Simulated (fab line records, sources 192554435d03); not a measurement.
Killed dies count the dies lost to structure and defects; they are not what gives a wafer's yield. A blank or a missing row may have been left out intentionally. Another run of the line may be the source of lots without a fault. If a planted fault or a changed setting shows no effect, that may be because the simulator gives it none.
One fault through the eyes of 3 desks + flow n5Finfet + what lay behind the numbers comes last; until then each desk has only its own

== THE DEFECT DESK ==
Inspection counts along the route, by lot: the mean over sampled wafers that carry a number. A lot is out of limits, marked OUT, if its mean lies more than 4 standard deviations from the usual mean; the brackets give that distance.
Columns: A = rawDefectCount at N5_SD_EPI_P_INSPECT_11, usual 2.1
| lot  | first seen here | A   |
|------|-----------------|-----|
| L703 | day 4 10:02     | 1.0 |
| L710 | day 6 09:50     | 2.0 |
| L711 | day 6 15:32     | 0.0 |
| L712 | day 7 02:20     | 2.7 |
| L713 | day 7 04:32     | 1.7 |
| L718 | day 8 08:22     | 3.5 |
| L719 | day 8 12:22     | 1.7 |
| L720 | day 8 19:01     | 2.3 |
| L721 | day 9 01:06     | 2.0 |
This desk's finding: nothing out of limits on any of the 9 lots.

== FROM THE METROLOGY DESK ==
What the gauges read for every lot (on any tool): the sampled wafers with a number, averaged. A lot is out of limits, marked OUT, if its mean lies more than 4 standard deviations from the usual mean; the brackets give that distance. 7 of its 14 readings are shown: the first one out of limits and those lying furthest out on some lot.
Columns: A = thkNm at N5_SD_EPI_P_EPI_MEAS_23, usual 61.1 nm; B = RS_SD_N at N5_SD_ACTIVATION_RS_MEAS_03, usual 21.95 ohm/sq; C = RS_SD_P at N5_SD_ACTIVATION_RS_MEAS_03, usual 56.0 ohm/sq; D = DIBL_N at N5_BEOL_M4_RC_MEAS_101, usual 36.1 mV/V; E = ION_N at N5_BEOL_M4_RC_MEAS_101, usual 674 uA/um; F = RS_SD_P at N5_BEOL_M4_RC_MEAS_101, usual 65.9 ohm/sq; G = VT_N at N5_BEOL_M4_RC_MEAS_101, usual 249.4 mV
| lot  | first seen here | A    | B     | C               | D    | E   | F    | G     |
|------|-----------------|------|-------|-----------------|------|-----|------|-------|
| L703 | day 4 14:35     | 60.3 | 21.46 | 57.3            | 36.6 | 664 | 66.6 | 252.0 |
| L710 | day 6 13:47     | 60.2 | 21.82 | 55.2            | 36.7 | 685 | 65.4 | 246.2 |
| L711 | day 6 19:07     | 57.5 | 21.70 | 59.6 (+4.4) OUT | 36.2 | 692 | 69.1 | 247.0 |
| L712 | day 7 05:55     | 58.7 | 21.82 | 58.4            | 36.2 | 667 | 68.5 | 249.7 |
| L713 | day 7 08:17     | 61.3 | 22.02 | 56.5            | 35.8 | 676 | 67.2 | 249.0 |
| L718 | day 8 12:15     | 58.8 | 21.99 | 58.7            | 37.4 | 682 | 68.8 | 247.9 |
| L719 | day 8 16:47     | 61.8 | 21.87 | 54.8            | 35.3 | 671 | 64.7 | 250.7 |
| L720 | day 8 22:41     | 61.4 | 22.36 | 56.2            | 33.3 | 670 | 66.0 | 254.4 |
| L721 | day 9 05:40     | 60.9 | 22.12 | 55.9            | 35.7 | 672 | 65.3 | 250.1 |
This desk finds L711 out of limits, with the earliest case on L711 at day 6 19:55 (RS_SD_P at N5_SD_ACTIVATION_RS_MEAS_03). L703, L710, L712, L713, L718, L719, L720, L721: within limits.

== THE TOOL OWNER'S DESK: epiRpcvd-01 ==
The tool's own readings at N5_SD_EPI_P_EPI_21 (deposits SiGe:B, time 355 s): means of the sampled wafers that have a number, for each lot that ran on this tool. A lot is out of limits, marked OUT, if its mean lies more than 4 standard deviations from the usual mean; the brackets give that distance.
Columns: A = susceptor_temp_C_max at N5_SD_EPI_P_EPI_21, usual 551.2
| lot  | first seen here | A     |
|------|-----------------|-------|
| L703 | day 4 12:10     | 551.3 |
| L710 | day 6 11:56     | 551.3 |
| L711 | day 6 17:59     | 551.2 |
| L712 | day 7 04:26     | 551.7 |
| L718 | day 8 11:08     | 550.9 |
This desk's finding: nothing out of limits on any of the 5 lots.

== PUT TOGETHER ==
The metrology desk could have raised an alarm at day 6 19:55, on L711.
No out-of-limits result turned up at the defect desk.
Nothing out of limits was seen by the tool owner's desk.
The defect desk has L711 on record, within its limits.
Tool owner's desk: L711 on record, inside its limits.
On epiRpcvd-01, each named lot ran N5_SD_EPI_P_EPI_21.

== WHAT WAS PUT IN BY THE SIMULATOR ==
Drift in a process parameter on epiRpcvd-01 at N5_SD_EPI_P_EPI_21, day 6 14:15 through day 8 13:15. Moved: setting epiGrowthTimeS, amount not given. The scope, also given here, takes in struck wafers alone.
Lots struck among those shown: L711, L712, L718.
Per desk, hours elapsed from the start of the fault to the first reading out of limits: for the metrology desk, 6.
